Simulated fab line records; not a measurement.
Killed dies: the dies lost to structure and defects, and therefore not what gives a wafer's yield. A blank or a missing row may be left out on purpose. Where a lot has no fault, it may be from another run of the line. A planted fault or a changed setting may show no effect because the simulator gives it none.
One fault through the eyes of 2 desks || flow n5-finfet || every desk sees just its own numbers, and what lay behind them comes last

## THE TOOL OWNER'S DESK: ald-sin-02
The tool's own readings at N5_BEOL_M0_SAQP_ALD_48 (deposits SiO2, target thk 20 nm, pulse time 1 s, co reactant pulse time 1 s): means of the sampled wafers that have a number, for each lot that ran on this tool. A lot is out of limits, marked OUT, if its mean lies more than 4 standard deviations from the usual mean; the brackets give that distance.
Columns: A = heater-power-outer-w at N5_BEOL_M0_SAQP_ALD_48, usual 41 W; B = heater-power-w at N5_BEOL_M0_SAQP_ALD_48, usual 79 W; C = precursor-pulse-height-rel at N5_BEOL_M0_SAQP_ALD_48, usual 1.001; D = susceptor-temp-C at N5_BEOL_M0_SAQP_ALD_48, usual 99.99 C
{"lot": "L821", "first seen here": "day 6 19:21", "A": 41, "B": 81, "C": 1.012, "D": 99.96}
{"lot": "L830", "first seen here": "day 11 07:12", "A": 40, "B": 78, "C": 0.985, "D": 99.97}
{"lot": "L829", "first seen here": "day 11 07:42", "A": 38, "B": 75, "C": 0.982, "D": 99.80}
{"lot": "L833", "first seen here": "day 11 10:52", "A": 38, "B": 74, "C": 1.000, "D": 100.03}
This desk's finding: nothing out of limits on any of the 4 lots.

## THE METROLOGY DESK
Lot by lot, what the gauges showed, no matter which tool ran the lot: averages of those sampled wafers that carry a number. A lot is out of limits, marked OUT, if its mean lies more than 4 standard deviations from the usual mean; the brackets give that distance. 7 of its 10 readings are shown, namely those furthest out on some lot.
Columns: A = DIBL_N at N5_BEOL_M4_RC_MEAS_101, usual 36.3 mV/V; B = DIBL_P at N5_BEOL_M4_RC_MEAS_101, usual 36.5 mV/V; C = IOFF_N at N5_BEOL_M4_RC_MEAS_101, usual 0.16 nA/um; D = IOFF_P at N5_BEOL_M4_RC_MEAS_101, usual 0.22 nA/um; E = ION_N at N5_BEOL_M4_RC_MEAS_101, usual 675 uA/um; F = ION_P at N5_BEOL_M4_RC_MEAS_101, usual 465 uA/um; G = SS_P at N5_BEOL_M4_RC_MEAS_101, usual 73.3 mV/dec
{"lot": "L821", "first seen here": "day 8 22:28", "A": 35.6, "B": 37.0, "C": 0.16, "D": 0.23, "E": 675, "F": 467, "G": 73.3}
{"lot": "L830", "first seen here": "day 12 21:37", "A": 37.1, "B": 37.3, "C": 0.18, "D": 0.25, "E": 685, "F": 472, "G": 73.8}
{"lot": "L829", "first seen here": "day 13 11:58", "A": 33.1, "B": 33.4, "C": 0.12, "D": 0.17, "E": 667, "F": 460, "G": 72.2}
{"lot": "L833", "first seen here": "day 14 12:50", "A": 33.2, "B": 35.0, "C": 0.14, "D": 0.18, "E": 662, "F": 455, "G": 72.9}
{"lot": "L840", "first seen here": "day 14 20:02", "A": 36.2, "B": 38.2, "C": 0.17, "D": 0.24, "E": 690, "F": 472, "G": 73.7}
This desk's finding: nothing out of limits on any of the 5 lots.

## BROUGHT TOGETHER
The tool owner's desk saw nothing out of limits.
At the metrology desk, nothing out of limits was observed.

## WHAT HAD BEEN PUT IN BY THE SIMULATOR
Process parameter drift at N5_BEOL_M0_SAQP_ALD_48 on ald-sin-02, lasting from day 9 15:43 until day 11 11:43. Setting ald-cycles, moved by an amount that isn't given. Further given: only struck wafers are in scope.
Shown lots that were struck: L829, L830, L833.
